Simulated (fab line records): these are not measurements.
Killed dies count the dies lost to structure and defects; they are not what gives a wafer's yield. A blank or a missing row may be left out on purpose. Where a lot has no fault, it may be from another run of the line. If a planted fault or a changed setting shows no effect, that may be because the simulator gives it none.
fab line records	flow n5-finfet
[record] lots = 4	wafers = 12	last-day = 17
route steps=1938 shown BEOL_M3@947 BEOL_M4@1111 PASSIVATION@1936
lots that met no fault: taken from a fault-free run of the same line
start-h: the number of hours between the record's first day and the start of the first shown wafer of the lot	wait-h: hours since the lot's step before	" as in the row above	L1.1+2: several wafers, shown together as one row	- either no value or no given start	* or withheld: withheld	< > ~ a bound
route shown NAME@n: a module of which the file shows steps, and the number in the route of the first	usual: the fault-free wafers' mean and standard deviation	same: alike in all rows	chamber/n: place in a boat	sites: each site's reading	_std_site: the values' standard deviation	_edge_site: mean of outer sites minus mean of inner sites	radius-mm: for every site, how far away it sits from the centre of the wafer	mask NAME#n: copy n	behind: the last tool/chamber to shape the wafer	hold: reason for holding the lot/hours on hold/outcome of the hold	device: which transistor (n, p or np) failed to switch	end of line: tests run on the same wafers once the route is complete	a step with no rows: only its recipe	killed: not the wafer's yield, but the dies lost to structure and defects at the first sort	map: dies across one wafer; x = killed, . = not, _ = none there
set.NAME: the setting as run; set.NAME@STEP: as run at that earlier step	model.NAME: the simulator's own value behind a step, which no gauge read
lots at some steps of the route; a table a step, a row a wafer
services: a tool's chamber out of use, with start hour (start-h, from the record's first day; less than 0 if before it), hours out, and reason
[[steps]]
[step N5_BEOL_M3_DESCUM_16]
[recipe] chemistry = O2	time-s = 7	source-power-w = 50	bias-power-w = 20	pressure-mtorr = 20	rf-frequency-hz = 2.712e+07	temp-c = 40	resist = CAR-EUV	o2-flow-sccm = 225
[step N5_BEOL_M3_ETCH_74]
[recipe] chemistry = N2/H2	target = underlayer	target-depth-a = 65	mask-material = CAR-EUV	time-s = 5.2	ion-energy-ev = 200	pressure-mtorr = 30	source-w = 840	bias-w = 150	n2-flow-sccm = 200	h2-flow-sccm = 200	ends = cleared
[step N5_BEOL_M3_ETCH_63]
[recipe] chemistry = CF4	target = SiARC	target-depth-a = 156	mask-material = CAR-EUV	time-s = 26	ion-energy-ev = 80	pressure-mtorr = 40	source-w = 545	bias-w = 36	Ar_flow_sccm = 100	cf4-flow-sccm = 100	ends = cleared
[step N5_BEOL_M3_ETCH_64]
[recipe] chemistry = N2/H2	target = SOC	target-depth-a = 750	overetch-a = 150	mask-material = SiARC	temp-c = 40	time-s = 112.5	ion-energy-ev = 200	pressure-mtorr = 30	source-w = 840	bias-w = 150	n2-flow-sccm = 200	h2-flow-sccm = 200
[step N5_BEOL_M3_STRIP_65]
[recipe] chemistry = N2/H2	temp-c = 40	n2-flow-sccm = 200	h2-flow-sccm = 200	rf-frequency-hz = 6e+07
[step N5_BEOL_M3_STRIP_75]
[recipe] chemistry = N2/H2	temp-c = 40	n2-flow-sccm = 200	h2-flow-sccm = 200	rf-frequency-hz = 6e+07
[step N5_BEOL_M3_STRIP_66]
[recipe] chemistry = CF4	resist = SiARC	power-w = 300	bias-power-w = 75	pressure-mtorr = 50	cf4-flow-sccm = 150	rf-frequency-hz = 6e+07
[step N5_BEOL_M3_HM_OPEN_17]
[recipe] chemistry = Cl2/BCl3	target-depth-a = 200	overetch-a = 60	target = TiN	mask-material = SOC	ion-energy-ev = 150	pressure-mtorr = 10	icp-w = 1000	bias-w = 126	Cl2_flow_sccm = 53.25	bcl3-flow-sccm = 21.75	Ar_flow_sccm = 25
[step N5_BEOL_M3_STRIP_19]
[recipe] chemistry = O2	power-w = 400	temp-c = 40	pressure-mtorr = 30	rf-frequency-hz = 6e+07	bias-power-w = 0	overash-fraction = 0.2	o2-flow-sccm = 225
[step N5_BEOL_M3_COAT_67]
[recipe] resist = SOC	temp-c = 250	time-s = 60	spin-rpm = 1500	resist-thk-nm = 60
[step N5_BEOL_M3_COAT_68]
[recipe] resist = SiARC	temp-c = 220	time-s = 60	spin-rpm = 1500	resist-thk-nm = 12
[usual] spin-speed-rpm = 1499.9/0.87
lot.wafer	tool	chamber	start-h	wait-h	spin-speed-rpm	model.SiARC_of_BEOL_M3_COAT_68.thk-nm
L838.2	litho-track-05	0	193.42	-	1499.3	12
L838.3	"	0	"	"	1500.2	12
L838.5	"	0	"	"	1500.7	12
L841.1	litho-track-05	0	229.26	-	1756.3	11.2
L841.2	"	0	"	"	1754.3	11
L841.5	"	0	"	"	1755.4	11
L845.1	litho-track-05	0	257.95	-	1754.9	11
L845.2	"	0	"	"	1755.6	11
L845.4	"	0	"	"	1755.6	11
L847.2	litho-track-02	0	264.49	-	1501.5	12
L847.4	"	0	"	"	1499.5	12
L847.5	"	0	"	"	1500.8	12
[step N5_BEOL_M3_COAT_76]
[recipe] resist = underlayer	temp-c = 205	time-s = 60	spin-rpm = 1500	resist-thk-nm = 5
[step N5_BEOL_M3_COAT_22]
[recipe] resist = CAR-EUV	spin-rpm = 1500	resist-thk-nm = 30
[step N5_BEOL_M3_EBR_24]
[recipe] solvent = PGMEA	ebr-width-mm = 1.5
[step N5_BEOL_M3_SOFTBAKE_23]
[recipe] temp-c = 110	time-s = 60	resist = CAR-EUV
[step N5_BEOL_M3_EXPOSE_25]
[recipe] mask-id = V2	na = 0.33	source-shape = quasar	sigma-inner = 0.2	sigma-outer = 0.8	polarization = unpolarized	defocus-nm = 5	dose-mj = 63
[step N5_BEOL_M3_PEB_26]
[recipe] peb-temp-c = 100	peb-time-s = 60	resist = CAR-EUV
[step N5_BEOL_M3_DEVELOP_27]
[recipe] develop-time-s = 30	developer = TMAH	resist = CAR-EUV	rinse-liquid = surfactant-rinse	dry = air-spin	dev-temp-c = 23
[step N5_BEOL_M3_DESCUM_33]
[recipe] chemistry = O2	time-s = 7	source-power-w = 50	bias-power-w = 20	pressure-mtorr = 20	rf-frequency-hz = 2.712e+07	temp-c = 40	resist = CAR-EUV	o2-flow-sccm = 225
[step N5_BEOL_M3_ETCH_77]
[recipe] chemistry = N2/H2	target = underlayer	target-depth-a = 65	mask-material = CAR-EUV	time-s = 5.2	ion-energy-ev = 200	pressure-mtorr = 30	source-w = 840	bias-w = 150	n2-flow-sccm = 200	h2-flow-sccm = 200	ends = cleared
[step N5_BEOL_M3_ETCH_69]
[recipe] chemistry = CF4	target = SiARC	target-depth-a = 156	mask-material = CAR-EUV	time-s = 26	ion-energy-ev = 80	pressure-mtorr = 40	source-w = 545	bias-w = 36	Ar_flow_sccm = 100	cf4-flow-sccm = 100	ends = cleared
[usual] drypump-motor-current-A = 5.9/0.35	etch-rf-on-time-s = 26.1/0.55	oes-product-au = 0.69/0.08	rf-vpp-V = 184.6/1.1	showerhead-plenum-p-Torr = 2.18/0.054	throttle-valve-pct = 15.67/0.22
lot.wafer	tool	chamber	start-h	wait-h	drypump-motor-current-A	etch-rf-on-time-s	oes-product-au	rf-hours-counter-h	rf-vpp-V	showerhead-plenum-p-Torr	throttle-valve-pct	model.etch.depth-nm
L838.2	rie-diel-02	2	193.87	0.0	6.2	26.4	0.59	214	183.9	2.12	15.61	12.04
L838.3	"	1	"	"	5.7	25.7	0.79	14	184.2	2.20	15.36	12.01
L838.5	"	1	"	"	5.7	26.1	0.79	-	184.5	2.20	15.38	12.05
L841.1	rie-diel-02	1	229.72	0.0	5.7	24.1	0.77	20	185.2	2.20	15.39	11.12
L841.2	"	3	"	"	6.2	23.4	0.75	43	186.3	2.25	15.42	11.07
L841.5	"	2	"	"	6.2	24.7	0.57	-	184.8	2.12	15.63	11.07
L845.1	rie-diel-02	2	258.41	0.0	6.2	24.6	0.57	236	185.5	2.12	15.65	11.05
L845.2	"	3	"	"	6.2	23.4	0.75	52	185.8	2.25	15.43	11.08
L845.4	"	1	"	"	5.7	23.7	0.76	27	184.2	2.19	15.41	11.09
L847.2	rie-diel-05	0	265.08	0.0	6.1	26.5	0.58	237	184.2	2.21	15.91	12.02
L847.4	"	3	"	"	5.8	25.8	0.84	1	184.5	2.19	15.43	12.02
L847.5	"	2	"	"	5.0	25.6	0.62	-	183.3	2.05	15.61	12
[step N5_BEOL_M3_ALD_98]
[recipe] material = SiO2	target-thk-a = 25	temp-c = 100	ald-precursor-family = BDEAS	ald-co-reactant = O2-plasma	pulse-time-s = 1	co-reactant-pulse-time-s = 1	purge-time-s = 2	co-reactant-purge-time-s = 2	ald-cycles = 17	pressure-torr = 2
[step N5_BEOL_M3_ETCHBACK_99]
[recipe] chemistry = CHF3	target = SiO2	target-depth-a = 50	time-s = 10.4	source-w = 215	bias-w = 47	Ar_flow_sccm = 200	CHF3_flow_sccm = 12	ion-energy-ev = 100	pressure-mtorr = 30
[step N5_BEOL_M3_ETCH_70]
[recipe] chemistry = N2/H2	target = SOC	target-depth-a = 800	overetch-a = 160	mask-material = SiARC	temp-c = 40	time-s = 120	ion-energy-ev = 200	pressure-mtorr = 30	source-w = 840	bias-w = 150	n2-flow-sccm = 200	h2-flow-sccm = 200
[usual] drypump-motor-current-A = 5.9/0.37	oes-product-au = 0.61/0.069	rf-vpp-V = 525.1/2.2	showerhead-plenum-p-Torr = 2.58/0.076	throttle-valve-pct = 17.86/0.24
lot.wafer	tool	chamber	start-h	wait-h	drypump-motor-current-A	oes-product-au	rf-hours-counter-h	rf-vpp-V	showerhead-plenum-p-Torr	throttle-valve-pct	model.SiARC_of_BEOL_M3_COAT_68.thk-nm
L838.2	rie-diel-02	2	207.33	0.0	6.2	0.52	219	523.5	2.53	17.81	6.6
L838.3	"	3	"	"	6.2	0.67	36	527.7	2.70	17.76	6.4
L838.5	"	3	"	"	6.2	0.68	-	527.8	2.70	17.75	6.4
L841.1	rie-diel-01	1	230.74	0.0	5.8	0.72	3	526.3	2.62	17.83	5.8
L841.2	"	2	"	"	5.9	0.72	16	527.1	2.69	17.47	5.2
L841.5	"	1	"	"	5.8	0.73	-	526.8	2.62	17.81	5.8
L845.1	rie-diel-02	0	263.17	0.0	5.5	0.56	189	527.0	2.63	18.28	5.6
L845.2	"	1	"	"	5.7	0.68	29	525.1	2.59	17.59	5.4
L845.4	"	2	"	"	6.2	0.51	237	522.9	2.52	17.86	5.8
L847.2	rie-diel-05	0	275.36	0.0	6.1	0.52	241	526.6	2.61	18.07	6.6
L847.4	"	3	"	"	5.8	0.74	4	525.0	2.59	17.60	6.2
L847.5	"	0	"	"	6.1	0.52	-	525.4	2.61	18.06	6.6
[step N5_BEOL_M3_STRIP_71]
[recipe] chemistry = N2/H2	temp-c = 40	n2-flow-sccm = 200	h2-flow-sccm = 200	rf-frequency-hz = 6e+07
[step N5_BEOL_M4_RC_MEAS_101]
[usual] DIBL_N = 36.0/2.2	DIBL_P = 36.2/2.4	IOFF_N = 0.16/0.035	IOFF_P = 0.21/0.037	ION_N = 672/13	ION_P = 461/7	SS_N = 71.4/0.69	SS_P = 73.2/0.75	VT_N = 250/3.4	VT_P = -251/3
lot.wafer	tool	chamber	start-h	wait-h	DIBL_N[mV/V]	DIBL_P[mV/V]	IOFF_N[nA/um]	IOFF_P[nA/um]	ION_N[uA/um]	ION_P[uA/um]	SS_N[mV/dec]	SS_P[mV/dec]	VT_N[mV]	VT_P[mV]
L838.2	prober-02	0	235.85	0.2	37.9	39.0	0.19	0.27	677	463	71.8	74.1	246	-249
L838.3	"	0	"	"	34.0	33.4	0.13	0.17	679	462	69.7	72.4	249	-250
L838.5	"	0	"	"	38.6	39.8	0.23	0.29	692	477	71.1	74.2	241	-245
L841.1	prober-02	0	264.42	0.0	35.7	36.6	0.16	0.26	674	473	71.2	73.6	250	-249
L841.2	"	0	"	"	36.3	35.6	0.16	0.24	670	464	71.5	73.7	248	-247
L841.5	"	0	"	"	34.7	33.7	0.14	0.21	664	467	71.6	72.2	252	-249
L845.1	prober-02	0	302.11	0.0	34.2	34.2	0.13	0.17	652	448	71.5	73.1	256	-253
L845.2	"	0	"	"	35.6	36.1	0.14	0.20	653	454	71.3	73.6	252	-253
L845.4	"	0	"	"	35.8	36.4	0.15	0.20	672	458	71.1	73.3	252	-253
L847.2	prober-02	0	304.09	0.2	37.9	37.9	0.20	0.23	682	456	72.3	73.2	247	-250
L847.4	"	0	"	"	34.1	35.1	0.13	0.17	663	456	70.9	72.7	251	-255
L847.5	"	0	"	"	33.5	32.2	0.11	0.15	655	451	71.3	72.3	255	-254
[step N5_PASSIVATION_PROBE_49]
[usual] defect-limited-yield = 91.2/1.4	killed_at_M0_to_M3 = 34/9.4	killed_at_M4_up = 14/5.6	killed-at-contacts = 13/7.8	killed-at-front-end = 37/10	killed-at-other = 4/3.3	killed-dies = 103/17	killed-open = 68/13	killed-short = 33/8.2	sort_bin_5_function = 5.1/0.92	sort_bin_6_memory = 3.3/0.71	sort-n-pass = 1077/17	sort-yield-pct = 91.2/1.4
[same] gross-dies = 1180	killed-at-back-side = 0	sort_bin_4_leakage[%] = 0	sort_bin_8_speed[%] = 0
lot.wafer	tool	chamber	start-h	wait-h	defect-limited-yield[%]	killed_at_M0_to_M3	killed_at_M4_up	killed-at-contacts	killed-at-front-end	killed-at-other	killed-dies	killed-open	killed-short	sort_bin_5_function[%]	sort_bin_6_memory[%]	sort-n-pass	sort-yield-pct[%]
L841.1	prober-02	-	372.54	0.0	90.3	42	9	28	34	1	114	75	39	5.7	3.7	1066	90.3
// killed by level:class
L841.1 MOL_CONTACT_COAG:geometric-particle:open=23 BEOL_M0_SAQP:geometric-particle:short=15 GATE_CUT:geometric-particle:open=10 BEOL_M0_SAQP:geometric-particle:open=10 STI_FIN_REVEAL:geometric-particle:open=6 GATE_CUT:geometric-particle:short=6 MOL_CONTACT_COAG:geometric-particle:short=5 BEOL_M1:geometric-particle:open=5
[[services]]
tool	chamber	start-h	hours	kind
rie-diel-02	2	177.07	8.7	repair
rie-diel-01	1	189.91	-	clean
rie-diel-01	1	189.91	-	consumable-replace:focus-ring
rie-diel-01	1	189.91	30.6	scheduled-down
rie-diel-01	1	189.91	30.6	vent-cycle
rie-diel-02	1	203.82	16.6	repair
rie-diel-01	3	205.00	4.9	repair
rie-diel-05	0	227.75	9.5	repair
rie-diel-05	3	237.47	-	clean
rie-diel-05	3	237.47	-	consumable-replace:focus-ring
rie-diel-05	3	237.47	25.4	scheduled-down
rie-diel-05	3	237.47	25.4	vent-cycle
rie-diel-01	3	252.29	4.1	repair
litho-track-05	-	263.07	-	consumable-replace:filter
rie-diel-02	-	263.90	1.7	repair
[[key]]
[first-sign] step = N5_BEOL_M3_COAT_68	reading = spin-speed-rpm	direction = up	sigmas = 99+	usual = *	struck = *
[effect] step = N5_BEOL_M3_ETCH_69	reading = etch-rf-on-time-s	direction = down	sigmas = 3.8	usual = *	struck = *
[model-effect] step = N5_BEOL_M3_COAT_68	value = SiARC_of_BEOL_M3_COAT_68.thk-nm	without = 12	struck = 11.03
[model-effect] step = N5_BEOL_M3_ETCH_69	value = etch.depth-nm	without = 11.98	struck = 11.08
[model-effect] step = N5_BEOL_M3_ETCH_70	value = SiARC_of_BEOL_M3_COAT_68.thk-nm	without = 6.5	struck = 5.6
met-at N5_BEOL_M3_COAT_68
struck-wafers L841.1,L841.2,L841.5,L845.1,L845.2,L845.4
rows-end L841.2,L841.5
onset-between 193.42 229.26
[fault] kind = process-parameter-drift	tool = litho-track-05	chamber = -	onset-h = 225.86	steps = N5_BEOL_M3_COAT_68	channel = spin-rpm	offset = *	shape = step	end-h = 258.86	acts-in = *	stated = *
// rows-end: these wafers met a further fault down the route, and their rows from its step on are left out
